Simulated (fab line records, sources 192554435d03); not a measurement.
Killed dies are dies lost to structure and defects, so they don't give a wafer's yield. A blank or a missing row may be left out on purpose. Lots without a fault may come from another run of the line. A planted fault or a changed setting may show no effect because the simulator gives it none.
A struck lot beside a sound one | flow n5_finfet | 36 steps out of a route of 1938
Sound: wafers L703.1, L703.2, L703.4. Struck: wafer L706.1. (L706.5 of the same lot was not struck and is left out.) The cause comes at the end.
At each step with rows: each side's tool, then ch and its chambers, then its first start. Under that, the readings that differ: sound wafers | struck wafers | difference of the means | sigmas: that difference in standard deviations of wafers without a fault.
alike: readings whose means differ by less than 2 such deviations, and words and numbers that are the same on both sides. not compared: withheld readings, readings that some wafer has no value for, bounds like >300 that may hide the same value, and numbers for which the record gives no deviation and whose values overlap.
The two part at a step that has a row with sigmas, a row that says differs or no value, or rows on one side only. Numbers that don't overlap but have no deviation are shown without sigmas and don't part them. A reading that every wafer of one side lacks parts them only if that side has two wafers or more.

first, 9 steps without rows for these wafers: N5_SD_EPI_N_SOFTBAKE_04 (time 60 s); N5_SD_EPI_N_EXPOSE_06 (exposes mask SD N BLK, target cd 120 nm); N5_SD_EPI_N_PEB_07 (peb time 60 s); N5_SD_EPI_N_DEVELOP_08 (develop time 30 s); N5_SD_EPI_N_DESCUM_14 (chemistry O2, time 7.9 s); N5_SD_EPI_N_ETCH_34 (etches SiARC in CF4, target depth 45.5 nm, time 75.8 s); N5_SD_EPI_N_ETCH_35 (etches SOC in N2/H2, overetch 108 nm, time 486 s); N5_SD_EPI_N_STRIP_36 (strips in N2/H2); N5_SD_EPI_N_ETCHBACK_44 (etches SiNx in CH3F/O2, stops on SiO2, target depth 14.5 nm).
N5_SD_EPI_N_ETCH_45: etches SiOCN in CH3F/O2, target depth 6 nm.
  sound on rie_diel-02 ch 0,2,3, day 4 06:54; struck on rie_diel-02 ch 3, day 5 00:42
  reading                  | sound          | struck | difference | sigmas
  rf_hours_counter_h (h)   | 7 35 76        | 81     | +42        |
  model.etch.depth_nm (nm) | 6.071 6.2 6.14 | 1.67   | -4.47      |
  alike: drypump_motor_current_A, oes_product_au, rf_vpp_V, showerhead_plenum_p_Torr, throttle_valve_pct
then, 24 steps without rows for these wafers: N5_SD_EPI_N_ETCH_16 (etches SiO2 in CHF3/O2, target depth 5 nm); N5_SD_EPI_N_STRIP_47 (strips in CHF3/O2); N5_SD_EPI_N_SD_RECESS_17 (chemistry HBr/Cl2/O2, target depth 41 nm, time 23.7 s, bt time 3 s); N5_SD_EPI_N_STRIP_38 (strips in N2/H2); N5_SD_EPI_N_WET_ETCH_43 (etches SiO2 in dHF, time 14 s, target depth 1.5 nm); N5_SD_EPI_N_STRIP_18 (strips in SPM, time 750 s); N5_SD_EPI_N_SRD_20 (time 30 s); N5_SD_EPI_N_PRECLEAN_48 (cleans in NF3:NH3, afs cycles 2, time 20 s, sublimation time 60 s); N5_SD_EPI_N_VAPOR_ETCH_50 (etches Si in HCl, time 54 s); N5_SD_EPI_N_EPI_21 (deposits Si:P, time 690 s); N5_SD_EPI_N_PRECLEAN_24 (cleans in O3/DIW, time 60 s); N5_SD_EPI_N_SRD_25 (time 30 s); N5_SD_EPI_N_PRECLEAN_49 (cleans in NF3:NH3, afs cycles 1, time 20 s, sublimation time 60 s); N5_SD_EPI_N_LINER_46 (material SiNx, target thk 3 nm); N5_SD_EPI_P_COAT_34 (time 60 s, resist thk 350 nm); N5_SD_EPI_P_COAT_35 (time 60 s, resist thk 35 nm); N5_SD_EPI_P_COAT_03 (resist thk 150 nm); N5_SD_EPI_P_EBR_05; N5_SD_EPI_P_SOFTBAKE_04 (time 60 s); N5_SD_EPI_P_EXPOSE_06 (exposes mask SD P BLK, target cd 240 nm); N5_SD_EPI_P_PEB_07 (peb time 60 s); N5_SD_EPI_P_DEVELOP_08 (develop time 30 s); N5_SD_EPI_P_DESCUM_14 (chemistry O2, time 7.9 s); N5_SD_EPI_P_ETCH_36 (etches SiARC in CF4, target depth 45.5 nm, time 75.8 s).
-- the record jumps here: 5 days lie between the struck wafers' starts before and after (it left off in module SD_EPI_P and takes up again in module BEOL_M4, whose first step shown is number 1111 of the route) --
N5_BEOL_M4_RC_MEAS_101:
  sound on prober-01 ch 0, day 9 03:48; struck on prober-02 ch 0, day 9 18:12
  reading       | sound          | struck | difference | sigmas
  SS_N (mV/dec) | 69.8 71.8 71.6 | 72.5   | +1.4       | +3
  alike: DIBL_N, DIBL_P, IOFF_N, IOFF_P, ION_N, ION_P, RC_DENSE_N, SS_P, VT_N, VT_P
-- the record jumps here: 4 days lie between the struck wafers' starts before and after (it left off in module BEOL_M4 and takes up again in module PASSIVATION, whose first step shown is number 1936 of the route) --
N5_PASSIVATION_PROBE_49:
  sound on prober-01, day 12 20:35; struck on prober-02, day 13 20:41
  reading                  | sound          | struck | difference | sigmas
  defect_limited_yield (%) | 88.2 88.7 89.7 | 92.4   | +3.5       | +2
  killed_at_M0_to_M3       | 52 67 57       | 36     | -23        | -2
  killed_dies              | 139 133 121    | 90     | -41        | -2
  killed_open              | 95 86 71       | 55     | -29        | -2
  sort_bin_5_function (%)  | 6.4 6.6 6.1    | 4.1    | -2.3       | -2
  sort_n_pass              | 1041 1047 1059 | 1090   | +41        | +2
  sort_yield_pct (%)       | 88.2 88.7 89.7 | 92.4   | +3.5       | +2
  alike: killed_at_M4_up, killed_at_contacts, killed_at_front_end, killed_at_other, killed_short, sort_bin_6_memory

WHERE THEY PART
First at N5_BEOL_M4_RC_MEAS_101; last, within this record, at N5_PASSIVATION_PROBE_49.

WHY: what the simulator had put in
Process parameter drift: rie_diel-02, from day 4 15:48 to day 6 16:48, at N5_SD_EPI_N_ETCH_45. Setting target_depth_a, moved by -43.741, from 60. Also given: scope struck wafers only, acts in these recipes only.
